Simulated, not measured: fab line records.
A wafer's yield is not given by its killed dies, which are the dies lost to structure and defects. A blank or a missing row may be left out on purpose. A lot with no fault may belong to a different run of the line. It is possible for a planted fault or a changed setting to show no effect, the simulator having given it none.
fab line records	flow nand_harc
record: lots: 24	wafers: 72	last_day: 25
route steps=1159 shown A_STAIRCASE@707 A_SGD_CUT@763 A_SLIT@796 A_CONTACT@868
lots untouched by any fault: they come from a run of this same line in which no faults occurred
start_h: start of the lot's first displayed wafer, in hours after the record's first day	wait_h: how many hours have passed since the lot's step before this one	" unchanged from the row above	L1.1+2: a single row standing in for several wafers	- value missing, or start not given	* or withheld: withheld	< > ~ a bound
route shown NAME@n: NAME is a module with steps in the file, n the number in the route of the first one	usual: mean and standard deviation over wafers with no fault	same: alike in all rows	chamber/n: place in a boat	sites: readings site by site	_std_site: how widely they spread, as a standard deviation	_edge_site: the outer-site mean with the inner-site mean subtracted	radius_mm: how far each site lies from the wafer's centre	mask NAME#n: copy n	behind: the tool/chamber that last shaped the wafer	hold: reason for holding the lot/hours on hold/outcome of the hold	device: transistor that didn't switch, given as n, p or np	end of line: the route-end tests of the same wafers	a step with no rows: only its recipe	killed: dies lost to structure and defects at the first sort, not the wafer's yield	map: dies across one wafer; x = killed, . = not, _ = none there
set.NAME: the run value of the setting; set.NAME@STEP: its run value at that earlier step	model.NAME: the simulator's own value behind a step, which no gauge read
one table for each step of the route and one row for each wafer, over a sample of lots
services: a tool's chamber out of use, with start hour (start_h, from the record's first day; less than 0 if before it), hours out, and reason
== steps ==
step: NHARC_A_STAIRCASE_DEP_151
recipe: target_thk_a: 38000	temp_c: 400	target_thk_nm: 3800	teos_flow_sccm: 200	rf_w: 500	material: SiO2
usual: heater_power_w: 689/140
lot.wafer	tool	chamber	start_h	wait_h	heater_power_w
L074.1	pecvd-02	0	273.97	0.5	575
L074.4	"	0	"	"	561
L074.5	"	1	"	"	584
L077.3	pecvd-01	2	287.46	0.4	556
L077.6	"	0	"	"	769
L077.4	"	1	"	"	686
L078.3	pecvd-01	2	292.54	0.5	516
L078.4	"	2	"	"	438
L078.5	"	1	"	"	711
L075.2	pecvd-02	1	292.60	0.6	607
L075.6	"	2	"	"	775
L075.4	"	1	"	"	584
L076.1	pecvd-04	1	292.67	0.6	827
L076.2	"	2	"	"	585
L076.6	"	0	"	"	554
L079.3	pecvd-01	2	303.21	0.4	507
L079.2	"	1	"	"	840
L079.5	"	1	"	"	705
L080.2	pecvd-02	0	303.21	0.4	623
L080.1	"	1	"	"	706
L080.3	"	2	"	"	927
L082.2	pecvd-04	0	317.27	0.5	585
L082.3	"	1	"	"	710
L082.6	"	2	"	"	500
L081.1	pecvd-04	2	321.72	0.5	580
L081.6	"	2	"	"	506
L081.4	"	0	"	"	558
L084.1	pecvd-04	2	329.96	0.5	620
L084.6	"	2	"	"	498
L084.4	"	0	"	"	563
L083.2	pecvd-01	1	337.82	0.6	831
L083.5	"	2	"	"	438
L083.4	"	1	"	"	718
L086.1	pecvd-02	2	355.71	0.4	885
L086.2	"	1	"	"	731
L086.4	"	0	"	"	602
L087.1	pecvd-01	2	355.81	0.5	499
L087.5	"	1	"	"	692
L087.4	"	0	"	"	781
L088.3	pecvd-02	0	359.67	0.5	730
L088.4	"	0	"	"	599
L088.5	"	1	"	"	594
L089.1	pecvd-01	1	359.83	0.6	853
L089.5	"	2	"	"	436
L089.4	"	1	"	"	678
L085.1	pecvd-02	2	360.15	0.9	1028
L085.3	"	1	"	"	657
L085.6	"	2	"	"	849
L090.1	pecvd-02	0	372.54	0.4	754
L090.3	"	2	"	"	945
L090.6	"	2	"	"	844
L091.2	pecvd-02	1	376.69	0.5	676
L091.4	"	0	"	"	603
L091.6	"	2	"	"	824
L092.2	pecvd-01	0	377.44	1.2	819
L092.3	"	1	"	"	681
L092.6	"	0	"	"	777
L093.3	pecvd-01	2	387.84	0.4	518
L093.2	"	0	"	"	807
L093.4	"	1	"	"	671
L095.2	pecvd-02	1	396.75	0.4	616
L095.5	"	2	"	"	837
L095.6	"	0	"	"	596
L094.6	pecvd-01	1	397.04	0.7	693
L094.5	"	2	"	"	430
L094.4	"	0	"	"	768
L097.3	pecvd-01	1	410.42	0.5	798
L097.4	"	0	"	"	766
L097.6	"	1	"	"	694
L096.3	pecvd-02	2	418.89	0.4	880
L096.5	"	2	"	"	836
L096.4	"	0	"	"	589
step: NHARC_A_STAIRCASE_DEP_325
recipe: target_thk_a: 38000	temp_c: 400	target_thk_nm: 3800	teos_flow_sccm: 200	rf_w: 500	material: SiO2
usual: heater_power_w: 676/140
lot.wafer	tool	chamber	start_h	wait_h	heater_power_w
L074.1	pecvd-01	0	288.64	0.3	861
L074.4	"	2	"	"	438
L074.5	"	0	"	"	771
L077.3	pecvd-04	1	304.59	0.3	777
L077.6	"	0	"	"	542
L077.4	"	1	"	"	663
L076.2	pecvd-04	2	308.77	0.1	610
L076.1	"	0	"	"	681
L076.6	"	0	"	"	570
L078.3	pecvd-01	2	308.81	0.1	452
L078.5	"	0	"	"	755
L078.4	"	1	"	"	689
L075.2	pecvd-02	0	308.95	0.3	653
L075.4	"	1	"	"	584
L075.6	"	2	"	"	754
L080.1	pecvd-01	1	317.42	0.1	859
L080.3	"	2	"	"	521
L080.2	"	0	"	"	926
L079.2	pecvd-02	2	317.54	0.2	792
L079.3	"	0	"	"	679
L079.5	"	0	"	"	550
L082.3	pecvd-04	1	331.40	0.2	796
L082.2	"	2	"	"	582
L082.6	"	1	"	"	674
L081.1	pecvd-04	0	336.83	0.1	667
L081.4	"	1	"	"	675
L081.6	"	2	"	"	506
L084.1	pecvd-01	2	348.66	0.1	487
L084.6	"	0	"	"	762
L084.4	"	1	"	"	691
L083.2	pecvd-04	2	352.89	0.2	516
L083.4	"	1	"	"	671
L083.5	"	1	"	"	700
L086.2	pecvd-04	2	370.27	0.4	523
L086.1	"	1	"	"	777
L086.4	"	0	"	"	561
L087.1	pecvd-02	1	370.38	0.5	677
L087.5	"	0	"	"	597
L087.4	"	2	"	"	860
L088.3	pecvd-01	1	376.87	0.3	701
L088.4	"	0	"	"	756
L088.5	"	1	"	"	717
L089.1	pecvd-02	2	377.26	0.7	1035
L089.5	"	2	"	"	843
L089.4	"	0	"	"	599
L085.3	pecvd-02	1	377.74	1.2	739
L085.1	"	2	"	"	883
L085.6	"	1	"	"	620
L090.1	pecvd-02	0	389.61	0.1	636
L090.3	"	1	"	"	606
L090.6	"	1	"	"	620
L092.2	pecvd-01	0	389.64	0.1	942
L092.3	"	1	"	"	843
L092.6	"	0	"	"	770
L091.2	pecvd-04	2	389.65	0.1	643
L091.6	"	2	"	"	509
L091.4	"	1	"	"	754
L093.2	pecvd-04	2	403.21	0.2	570
L093.3	"	0	"	"	622
L093.4	"	1	"	"	774
L095.2	pecvd-02	1	413.12	0.1	715
L095.5	"	1	"	"	600
L095.6	"	2	"	"	825
L094.4	pecvd-01	2	413.40	0.3	441
L094.6	"	0	"	"	769
L094.5	"	1	"	"	676
L097.3	pecvd-04	0	427.12	0.3	673
L097.4	"	1	"	"	763
L097.6	"	2	"	"	507
L096.3	pecvd-04	2	437.29	0.3	657
L096.4	"	2	"	"	513
L096.5	"	0	"	"	545
step: NHARC_A_SGD_CUT_ETCH_59
recipe: target_depth_a: 2600	over_etch_frac: 0.25	time_s: 406.25	ion_energy_ev: 200	n2_flow_sccm: 150	h2_flow_sccm: 150	ar_flow_sccm: 0	rf_w: 400	bias_w: 150	chemistry: N2/H2
usual: bias_w: 150.0/0.44	drypump_motor_current_A: 5.8/0.5	oes_product_au: 0.999/0.0071	rf_vpp_V: 430.3/2.2	showerhead_plenum_p_Torr: 2.03/0.074	throttle_valve_pct: 14.171/0.0088
same: over_etch_frac: 0.25
lot.wafer	tool	chamber	start_h	wait_h	bias_w	drypump_motor_current_A	oes_product_au	rf_hours_counter_h	rf_vpp_V	showerhead_plenum_p_Torr	throttle_valve_pct
L074.4	rie_diel-12	1	-	-	150.2	5.4	1.007	7	429.6	1.96	14.167
L074.1	"	2	"	"	149.9	6.4	1.008	7	435.3	2.14	14.174
L074.5	"	1	"	"	149.9	5.4	1.006	-	428.4	1.96	14.163
L077.4	rie_diel-06	2	-	-	149.7	5.0	0.998	8	430.0	2.04	14.177
L077.3	"	3	"	"	149.8	6.0	0.993	8	428.6	1.96	14.169
L077.6	"	1	"	"	150.4	6.0	0.996	-	430.8	2.04	14.167
L076.2	rie_diel-12	0	-	-	150.9	5.9	0.993	9	427.4	1.89	14.176
L076.1	"	2	"	"	150.2	6.4	0.986	8	434.0	2.14	14.179
L076.6	"	0	"	"	150.2	5.9	0.992	-	427.1	1.89	14.164
L075.4	rie_diel-06	3	-	-	150.4	6.0	0.997	8	428.2	1.96	14.165
L075.2	"	0	"	"	150.6	5.8	0.999	6	429.5	1.99	14.173
L075.6	"	3	"	"	150.4	6.0	1.003	-	428.5	1.96	14.163
L078.3	rie_diel-12	3	-	-	148.9	6.4	1.022	8	430.5	2.09	14.183
L078.4	"	1	"	"	149.8	5.4	1.007	9	427.1	1.96	14.159
L078.5	"	3	"	"	149.6	6.3	1.004	-	431.6	2.09	14.163
L080.2	rie_diel-06	2	-	-	150.8	5.1	0.997	10	431.1	2.04	14.180
L080.1	"	3	"	"	149.8	6.0	0.995	10	428.5	1.96	14.174
L080.3	"	0	"	"	150.3	5.8	0.991	8	429.4	1.99	14.186
L079.3	rie_diel-09	0	-	-	149.9	5.1	0.996	6	432.8	2.16	14.188
L079.2	"	1	"	"	149.8	5.1	0.999	7	431.6	2.07	14.174
L079.5	"	3	"	"	148.7	5.4	1.009	-	430.3	2.05	14.172
L081.1	rie_diel-06	1	-	-	149.5	6.0	0.994	11	430.1	2.04	14.180
L081.4	"	2	"	"	150.1	5.0	0.997	12	431.4	2.04	14.167
L081.6	"	2	"	"	150.5	5.1	0.999	-	431.2	2.04	14.179
L082.2	rie_diel-09	0	-	-	149.5	5.1	0.999	7	433.2	2.16	14.179
L082.3	"	2	"	"	149.5	6.5	0.999	6	428.0	1.95	14.162
L082.6	"	1	"	"	150.7	5.1	0.993	-	431.1	2.07	14.163
L084.1	rie_diel-09	1	-	-	149.7	5.1	0.993	10	432.3	2.07	14.178
L084.4	"	3	"	"	149.3	5.4	1.002	9	429.8	2.05	14.179
L084.6	"	1	"	"	149.8	5.1	0.997	-	432.5	2.07	14.169
L083.2	rie_diel-12	3	-	-	150.1	6.4	0.997	12	432.1	2.09	14.162
L083.4	"	0	"	"	150.5	5.9	1.001	12	426.1	1.89	14.174
L083.5	"	3	"	"	149.6	6.4	1.003	-	430.9	2.09	14.162
L086.4	rie_diel-06	0	-	-	150.0	5.8	0.998	12	428.9	1.99	14.181
L086.1	"	2	"	"	150.1	5.1	0.999	14	430.9	2.04	14.150
L086.2	"	3	"	"	149.7	6.0	1.020	14	427.1	1.96	14.164
L087.1	rie_diel-06	0	-	-	150.2	5.8	1.004	12	429.0	1.99	14.176
L087.4	"	1	"	"	150.3	6.0	0.998	14	430.3	2.04	14.168
L087.5	"	0	"	"	149.9	5.8	0.993	-	429.4	1.99	14.164
L088.4	rie_diel-09	0	-	-	149.4	5.1	1.007	12	435.2	2.16	14.170
L088.3	"	2	"	"	149.4	6.5	1.003	11	428.1	1.95	14.162
L088.5	"	1	"	"	150.5	5.1	0.995	-	431.7	2.07	14.163
L089.4	rie_diel-06	0	-	-	150.6	5.8	1.006	14	428.9	1.99	14.184
L089.1	"	2	"	"	149.7	5.0	0.999	16	430.6	2.04	14.175
L089.5	"	3	"	"	150.3	6.0	0.996	-	428.7	1.96	14.148
L085.1	rie_diel-06	3	-	-	149.2	6.0	1.001	16	428.1	1.96	14.187
L085.3	"	1	"	"	149.5	6.0	1.001	16	431.9	2.04	14.162
L085.6	"	2	"	"	149.5	5.0	0.999	-	430.0	2.04	14.159
L092.2	rie_diel-09	2	-	-	149.7	6.5	1.004	13	428.5	1.95	14.162
L092.3	"	0	"	"	150.5	5.1	1.000	14	432.8	2.16	14.171
L092.6	"	3	"	"	149.8	5.4	0.997	-	431.3	2.05	14.180
L090.3	rie_diel-06	0	-	-	150.1	5.8	0.988	15	430.9	1.99	14.172
L090.1	"	1	"	"	150.2	6.0	0.993	17	430.2	2.04	14.152
L090.6	"	2	"	"	150.0	5.1	0.999	-	429.8	2.04	14.157
L091.2	rie_diel-12	3	-	-	149.5	6.4	0.992	1	431.9	2.09	14.168
L091.4	"	0	"	"	150.2	5.9	0.984	1	426.1	1.89	14.177
L091.6	"	2	"	"	150.0	6.4	0.987	-	433.2	2.14	14.183
L093.3	rie_diel-12	2	-	-	150.4	6.4	1.001	2	433.5	2.14	14.171
L093.2	"	3	"	"	150.7	6.4	1.013	2	431.4	2.09	14.178
L093.4	"	1	"	"	150.1	5.4	1.002	2	427.7	1.95	14.156
L094.5	rie_diel-06	0	-	-	149.8	5.8	1.008	-	428.2	1.99	14.171
L094.6	"	1	"	"	150.1	6.1	0.999	-	430.5	2.04	14.176
L094.4	"	2	"	"	150.5	5.1	0.996	-	429.5	2.04	14.184
L095.2	rie_diel-09	1	-	-	150.3	5.1	1.002	17	431.7	2.07	14.173
L095.5	"	2	"	"	149.9	6.5	1.014	-	428.7	1.95	14.179
L095.6	"	3	"	"	149.9	5.4	1.002	-	430.5	2.05	14.181
L097.3	rie_diel-12	2	-	-	149.6	6.4	0.999	4	433.2	2.14	14.175
L097.4	"	1	"	"	149.9	5.5	0.985	4	429.0	1.95	14.165
L097.6	"	2	"	"	150.0	6.4	1.001	-	433.3	2.14	14.158
L096.3	rie_diel-12	3	-	-	149.8	6.3	1.011	5	431.6	2.09	14.170
L096.4	"	1	"	"	150.8	5.4	1.005	5	428.6	1.95	14.160
L096.5	"	0	"	"	151.3	5.9	0.997	-	428.3	1.89	14.162
step: NHARC_A_SLIT_ETCH_17
recipe: bias_v: 900	source_w: withheld	pressure_mtorr: 20	ar_flow_sccm: 375	c4f8_flow_sccm: 83.3	o2_flow_sccm: 41.7	time_s: 1687.5	target_depth_a: 1.01e+05	chemistry: C4F8/O2/Ar
usual: drypump_motor_current_A: 6.1/0.37	showerhead_plenum_p_Torr: 3.78/0.044	throttle_valve_pct: 32.046/0.0093
lot.wafer	tool	chamber	start_h	wait_h	drypump_motor_current_A	rf_hours_counter_h	showerhead_plenum_p_Torr	throttle_valve_pct
L074.1	har_etch-01	1	322.97	-	6.2	0	3.80	32.049
L074.4	"	1	"	"	6.2	-	3.80	32.050
L074.5	"	1	"	"	6.2	-	3.80	32.049
L076.1	har_etch-02	1	330.31	-	6.2	172	3.84	32.059
L076.2	"	0	"	"	5.5	172	3.84	32.039
L076.6	"	1	"	"	6.2	-	3.84	32.043
L077.4	har_etch-01	1	330.94	-	6.2	-	3.79	32.050
L077.3	"	0	"	"	6.5	-	3.73	32.053
L077.6	"	1	"	"	6.2	-	3.79	32.059
L075.2	har_etch-02	0	332.23	-	5.5	174	3.84	32.050
L075.4	"	0	"	"	5.5	-	3.84	32.029
L075.6	"	0	"	"	5.5	-	3.84	32.036
L078.4	har_etch-01	1	332.87	-	6.2	-	3.79	32.052
L078.3	"	0	"	"	6.5	-	3.73	32.059
L078.5	"	0	"	"	6.5	-	3.73	32.044
L079.2	har_etch-02	0	344.77	-	5.5	179	3.84	32.028
L079.3	"	1	"	"	6.2	-	3.84	32.060
L079.5	"	0	"	"	5.5	-	3.84	32.043
L080.1	har_etch-01	0	345.09	-	6.5	13	3.73	32.056
L080.2	"	1	"	"	6.2	13	3.79	32.042
L080.3	"	0	"	"	6.5	-	3.73	32.042
L081.1	har_etch-01	1	362.43	-	6.2	18	3.79	32.047
L081.4	"	0	"	"	6.5	-	3.72	32.035
L081.6	"	1	"	"	6.2	-	3.79	32.050
L082.2	har_etch-02	0	362.67	-	5.5	188	3.83	32.062
L082.3	"	1	"	"	6.2	-	3.83	32.031
L082.6	"	0	"	"	5.5	-	3.83	32.040
L084.1	har_etch-01	0	375.64	-	6.5	19	3.72	32.047
L084.4	"	0	"	"	6.5	-	3.72	32.045
L084.6	"	1	"	"	6.2	-	3.79	32.040
L083.2	har_etch-01	1	377.55	-	6.2	21	3.79	32.044
L083.4	"	0	"	"	6.5	-	3.72	32.045
L083.5	"	1	"	"	6.2	-	3.79	32.047
L086.1	har_etch-01	0	395.76	-	6.5	30	3.72	32.053
L086.2	"	1	"	"	6.2	30	3.78	32.046
L086.4	"	0	"	"	6.5	-	3.72	32.046
L087.1	har_etch-02	1	395.95	-	6.2	206	3.82	32.041
L087.4	"	0	"	"	5.5	-	3.82	32.047
L087.5	"	0	"	"	5.5	-	3.82	32.035
L085.1	har_etch-01	0	408.51	-	6.5	36	3.71	32.061
L085.3	"	1	"	"	6.3	-	3.78	32.051
L085.6	"	1	"	"	6.2	-	3.78	32.037
L089.1	har_etch-02	0	408.74	-	5.5	211	3.82	32.039
L089.4	"	1	"	"	6.2	-	3.82	32.055
L089.5	"	0	"	"	5.5	-	3.82	32.036
L088.3	har_etch-01	0	410.85	-	6.5	-	3.71	32.047
L088.4	"	1	"	"	6.2	-	3.78	32.040
L088.5	"	1	"	"	6.2	-	3.78	32.052
L091.2	har_etch-02	1	417.07	-	6.2	216	3.82	32.032
L091.4	"	1	"	"	6.2	-	3.82	32.042
L091.6	"	0	"	"	5.5	-	3.82	32.035
L090.1	har_etch-02	0	418.74	-	5.5	218	3.82	32.041
L090.3	"	0	"	"	5.5	-	3.82	32.057
L090.6	"	0	"	"	5.5	-	3.82	32.060
L092.2	har_etch-01	1	419.48	-	6.3	43	3.77	32.051
L092.3	"	1	"	"	6.2	-	3.77	32.055
L092.6	"	0	"	"	6.5	-	3.71	32.029
L093.2	har_etch-02	1	429.16	-	6.2	219	3.82	32.049
L093.4	"	1	"	"	6.2	-	3.82	32.026
L093.3	"	0	"	"	5.5	-	3.82	32.059
L095.2	har_etch-01	1	441.63	-	6.2	52	3.77	32.036
L095.6	"	1	442.63	-	6.2	-	3.77	32.046
L095.5	"	0	"	"	6.5	-	3.71	32.044
L094.4	har_etch-01	1	443.82	-	6.2	-	3.77	32.054
L094.6	"	1	"	"	6.2	-	3.77	32.062
L094.5	"	0	"	"	6.5	-	3.70	32.030
L097.3	har_etch-02	1	458.55	-	6.2	-	3.81	32.036
L097.4	"	0	"	"	5.5	-	3.81	32.048
L097.6	"	1	"	"	6.2	-	3.81	32.048
L096.4	har_etch-02	0	466.46	-	5.5	-	3.81	32.033
L096.3	"	1	"	"	6.2	-	3.81	32.054
L096.5	"	0	"	"	5.5	-	3.80	32.049
step: NHARC_A_SLIT_ETCH_29
recipe: target_depth_a: 1000	overetch_a: 100	time_s: 55	ion_energy_ev: 100	cf4_flow_sccm: 80	o2_flow_sccm: 20	ar_flow_sccm: 0	rf_w: 300	bias_w: 100	chemistry: CF4/O2
usual: bias_w: 100.0/0.3	drypump_motor_current_A: 5.9/0.32	oes_product_au: 1.002/0.0072	rf_vpp_V: 197.7/1.5	showerhead_plenum_p_Torr: 1.33/0.057	throttle_valve_pct: 13.398/0.0099
lot.wafer	tool	chamber	start_h	wait_h	bias_w	drypump_motor_current_A	oes_product_au	rf_hours_counter_h	rf_vpp_V	showerhead_plenum_p_Torr	throttle_valve_pct
L074.1	rie_diel-10	2	325.10	0.1	99.8	6.0	1.011	11	194.8	1.28	13.399
L074.4	"	1	"	"	100.2	5.2	1.005	12	197.4	1.35	13.401
L074.5	"	3	"	"	99.7	6.0	1.012	-	196.0	1.25	13.393
L076.2	rie_diel-05	0	332.44	0.1	100.2	5.8	0.993	13	195.8	1.29	13.398
L076.1	"	2	"	"	100.1	6.0	1.010	13	198.6	1.34	13.401
L076.6	"	0	"	"	99.2	5.8	0.987	-	196.7	1.29	13.404
L077.4	rie_diel-11	2	332.57	0.1	99.9	5.9	0.998	8	199.3	1.41	13.397
L077.3	"	3	"	"	100.0	6.1	1.001	8	198.7	1.38	13.388
L077.6	"	3	"	"	100.0	6.1	0.992	-	199.2	1.38	13.379
L075.2	rie_diel-05	2	334.13	0.1	100.2	6.0	0.998	13	196.8	1.34	13.412
L075.6	"	2	"	"	99.8	6.0	1.007	-	197.0	1.34	13.389
L075.4	"	3	"	"	99.8	5.6	1.012	-	198.7	1.43	13.385
L078.3	rie_diel-11	1	334.48	0.1	100.2	6.2	0.985	11	196.4	1.28	13.400
L078.4	"	2	"	"	99.7	5.9	0.998	9	199.2	1.41	13.398
L078.5	"	1	"	"	100.3	6.3	0.993	-	197.4	1.28	13.384
L079.2	rie_diel-10	2	346.63	0.1	100.4	6.0	1.001	13	196.5	1.28	13.388
L079.3	"	1	"	"	100.4	5.2	1.001	13	197.8	1.35	13.395
L079.5	"	3	"	"	99.8	5.9	1.011	-	196.7	1.25	13.404
L080.3	rie_diel-11	3	347.21	0.1	100.6	6.1	0.997	11	200.7	1.38	13.392
L080.1	"	0	"	"	99.6	6.1	0.987	12	196.2	1.32	13.401
L080.2	"	2	"	"	100.1	5.9	0.994	10	201.5	1.40	13.394
L081.1	rie_diel-05	2	364.29	0.1	100.5	6.0	1.003	1	196.6	1.34	13.405
L081.4	"	0	"	"	100.0	5.8	0.992	1	198.1	1.29	13.394
L081.6	"	2	"	"	100.3	6.0	1.008	-	197.9	1.34	13.397
L082.2	rie_diel-10	3	364.56	0.1	100.1	5.9	1.007	0	194.8	1.25	13.393
L082.3	"	1	"	"	100.0	5.2	1.011	0	199.1	1.35	13.398
L082.6	"	2	"	"	100.1	6.0	1.002	-	197.2	1.28	13.404
L084.1	rie_diel-05	3	377.73	0.1	100.0	5.7	0.999	2	199.6	1.43	13.387
L084.4	"	2	"	"	100.1	6.0	1.006	2	199.3	1.34	13.393
L084.6	"	3	"	"	100.0	5.6	0.999	-	199.2	1.43	13.391
L083.2	rie_diel-11	3	379.38	0.1	100.4	6.1	1.001	0	199.3	1.38	13.390
L083.4	"	0	"	"	99.2	6.0	1.006	1	198.1	1.32	13.389
L083.5	"	3	"	"	100.2	6.1	1.005	-	198.4	1.38	13.395
L086.2	rie_diel-10	1	397.83	0.1	99.6	5.2	1.010	2	197.4	1.35	13.398
L086.4	"	3	"	"	99.7	5.9	1.006	2	196.1	1.25	13.386
L086.1	"	0	"	"	100.2	5.8	0.998	2	199.3	1.39	13.397
L087.4	rie_diel-05	0	398.02	0.1	100.0	5.8	0.991	3	196.1	1.29	13.407
L087.1	"	1	"	"	99.3	5.1	1.023	3	196.7	1.26	13.379
L087.5	"	1	"	"	99.8	5.1	1.001	-	197.0	1.26	13.408
L085.1	rie_diel-11	0	410.62	0.1	100.1	6.0	1.003	2	196.1	1.32	13.413
L085.3	"	1	"	"	100.2	6.2	1.001	3	196.9	1.28	13.393
L085.6	"	1	"	"	100.3	6.2	1.000	-	197.8	1.28	13.379
L089.1	rie_diel-10	0	410.85	0.1	100.2	5.8	1.005	4	198.6	1.39	13.408
L089.4	"	3	"	"	100.2	5.9	0.998	4	194.2	1.25	13.392
L089.5	"	0	"	"	99.9	5.8	1.006	-	199.0	1.39	13.403
L088.3	rie_diel-11	0	412.44	0.1	100.0	6.1	1.006	2	197.3	1.32	13.396
L088.4	"	3	"	"	99.7	6.0	1.008	2	199.3	1.38	13.391
L088.5	"	0	"	"	100.0	6.1	1.005	-	197.7	1.32	13.404
L091.2	rie_diel-11	2	419.16	0.1	100.0	5.9	0.999	3	198.9	1.40	13.386
L091.4	"	1	"	"	100.1	6.2	1.012	3	196.2	1.28	13.414
L091.6	"	3	"	"	100.0	6.0	0.995	-	199.4	1.38	13.404
L090.3	rie_diel-11	2	420.83	0.1	99.8	5.9	1.001	4	199.2	1.40	13.389
L090.1	"	1	"	"	100.1	6.2	1.003	3	197.1	1.28	13.384
L090.6	"	2	"	"	99.8	5.9	0.999	-	199.3	1.40	13.396
L092.3	rie_diel-05	2	421.37	0.1	100.0	6.0	1.000	5	197.3	1.34	13.403
L092.2	"	3	"	"	100.3	5.7	0.997	5	200.1	1.43	13.388
L092.6	"	1	"	"	100.3	5.1	0.988	-	195.1	1.26	13.393
L093.2	rie_diel-11	0	431.30	0.1	100.3	6.1	1.019	3	197.1	1.32	13.388
L093.4	"	1	"	"	99.9	6.3	1.003	4	197.1	1.28	13.398
L093.3	"	2	"	"	100.2	5.9	1.007	4	200.1	1.40	13.394
L095.2	rie_diel-10	0	443.74	0.1	99.9	5.8	1.002	6	199.6	1.39	13.398
L095.5	"	0	"	"	99.9	5.8	0.995	-	199.9	1.39	13.390
L095.6	"	1	"	"	100.2	5.2	1.024	-	198.8	1.35	13.395
L094.4	rie_diel-11	3	445.44	0.1	99.7	6.1	0.999	5	199.8	1.38	13.410
L094.6	"	1	"	"	100.2	6.3	1.002	-	196.1	1.28	13.403
L094.5	"	2	"	"	100.8	5.9	0.999	-	198.8	1.40	13.400
L097.4	rie_diel-05	2	460.23	0.1	100.0	6.0	1.006	6	198.6	1.34	13.399
L097.3	"	0	"	"	100.3	5.8	1.004	5	197.5	1.29	13.406
L097.6	"	2	"	"	100.2	6.0	1.006	-	196.3	1.34	13.400
L096.3	rie_diel-11	1	468.06	0.1	100.0	6.3	0.994	7	197.0	1.28	13.384
L096.4	"	2	"	"	100.3	5.9	1.004	8	199.7	1.40	13.394
L096.5	"	2	"	"	100.1	5.9	1.003	-	197.9	1.40	13.405
step: NHARC_A_CONTACT_ETCH_117
recipe: source_w: withheld	pressure_mtorr: 20	bias_v: 3000	time_s: 94	target_depth_a: 9220	ar_flow_sccm: withheld	c4f8_flow_sccm: withheld	o2_flow_sccm: withheld	chemistry: C4F8/O2/Ar
lot.wafer	tool	chamber	start_h	wait_h	rf_hours_counter_h
L074.1	har_cap_etch-01	1	365.79	0.1	58
L074.4	"	1	"	"	-
L074.5	"	0	"	"	-
L077.4	har_cap_etch-03	1	374.77	0.1	-
L077.3	"	0	"	"	-
L077.6	"	0	"	"	-
L076.2	har_cap_etch-02	1	374.88	0.1	10
L076.1	"	0	"	"	10
L076.6	"	1	"	"	-
L075.2	har_cap_etch-01	0	381.15	0.1	61
L075.4	"	0	"	"	-
L075.6	"	1	"	"	-
L078.3	har_cap_etch-03	0	381.76	0.1	-
L078.4	"	1	"	"	-
L078.5	"	0	"	"	-
L079.2	har_cap_etch-01	1	389.98	0.1	63
L079.3	"	1	"	"	-
L079.5	"	1	"	"	-
L080.2	har_cap_etch-02	1	393.05	0.1	14
L080.1	"	0	"	"	14
L080.3	"	1	"	"	-
L081.1	har_cap_etch-02	0	406.84	0.1	17
L081.4	"	1	"	"	-
L081.6	"	1	"	"	-
L082.2	har_cap_etch-03	0	415.24	0.1	86
L082.3	"	1	"	"	-
L082.6	"	1	"	"	-
L083.2	har_cap_etch-01	1	421.43	0.1	67
L083.4	"	1	"	"	-
L083.5	"	0	"	"	-
L084.1	har_cap_etch-02	0	424.25	0.1	19
L084.4	"	1	"	"	-
L084.6	"	0	"	"	-
L086.2	har_cap_etch-01	0	443.51	0.1	71
L086.1	"	1	"	"	71
L086.4	"	0	"	"	-
L087.1	har_cap_etch-03	1	445.32	0.1	90
L087.4	"	1	"	"	-
L087.5	"	1	"	"	-
L089.1	har_cap_etch-03	0	452.88	0.1	91
L089.4	"	0	"	"	-
L089.5	"	0	"	"	-
L085.1	har_cap_etch-02	1	452.96	0.1	24
L085.3	"	1	"	"	-
L085.6	"	0	"	"	-
L088.3	har_cap_etch-02	0	459.23	0.1	-
L088.4	"	1	"	"	-
L088.5	"	0	"	"	-
L090.1	har_cap_etch-01	0	460.29	0.1	74
L090.3	"	1	"	"	-
L090.6	"	0	"	"	-
L092.2	har_cap_etch-01	0	465.28	0.1	75
L092.3	"	1	"	"	-
L092.6	"	1	"	"	-
L091.2	har_cap_etch-02	1	468.81	0.1	28
L091.4	"	1	"	"	-
L091.6	"	0	"	"	-
L093.2	har_cap_etch-01	0	477.21	0.1	78
L093.3	"	0	"	"	-
L093.4	"	1	"	"	-
L095.2	har_cap_etch-01	0	498.44	0.1	80
L095.6	"	1	"	"	-
L095.5	"	0	"	"	-
L094.4	har_cap_etch-03	0	502.72	0.1	-
L094.5	"	1	"	"	-
L094.6	"	0	"	"	-
L097.4	har_cap_etch-01	0	507.77	0.1	-
L097.3	"	1	"	"	-
L097.6	"	1	"	"	-
L096.4	har_cap_etch-03	1	515.77	0.1	-
L096.3	"	0	"	"	-
L096.5	"	1	"	"	-
== services ==
tool	chamber	start_h	hours	kind
pecvd-04	2	263.12	3.9	repair
pecvd-02	-	263.81	1.2	repair
rie_diel-11	2	269.12	8.3	repair
rie_diel-06	0	280.77	6.9	repair
har_etch-01	-	305.97	17.0	pm
pecvd-02	-	334.28	13.0	pm
rie_diel-11	3	337.36	2.3	repair
pecvd-04	0	348.76	6.6	repair
pecvd-01	2	363.79	20.8	repair
rie_diel-11	-	366.59	9.0	pm
pecvd-04	-	376.10	13.0	pm
har_etch-01	-	381.77	1.7	repair
pecvd-01	-	398.89	0.3	repair
har_cap_etch-01	-	416.83	0.6	repair
pecvd-01	-	418.85	13.0	pm
pecvd-04	-	421.00	1.4	repair
pecvd-04	-	448.93	0.4	repair
pecvd-02	0	471.69	7.4	repair
rie_diel-11	2	474.17	2.4	repair
pecvd-02	-	482.18	2.3	repair
rie_diel-11	1	494.93	3.2	repair
pecvd-01	-	503.18	1.4	repair
rie_diel-11	-	511.81	0.2	repair
pecvd-02	-	515.28	13.0	pm
== key ==
fault none
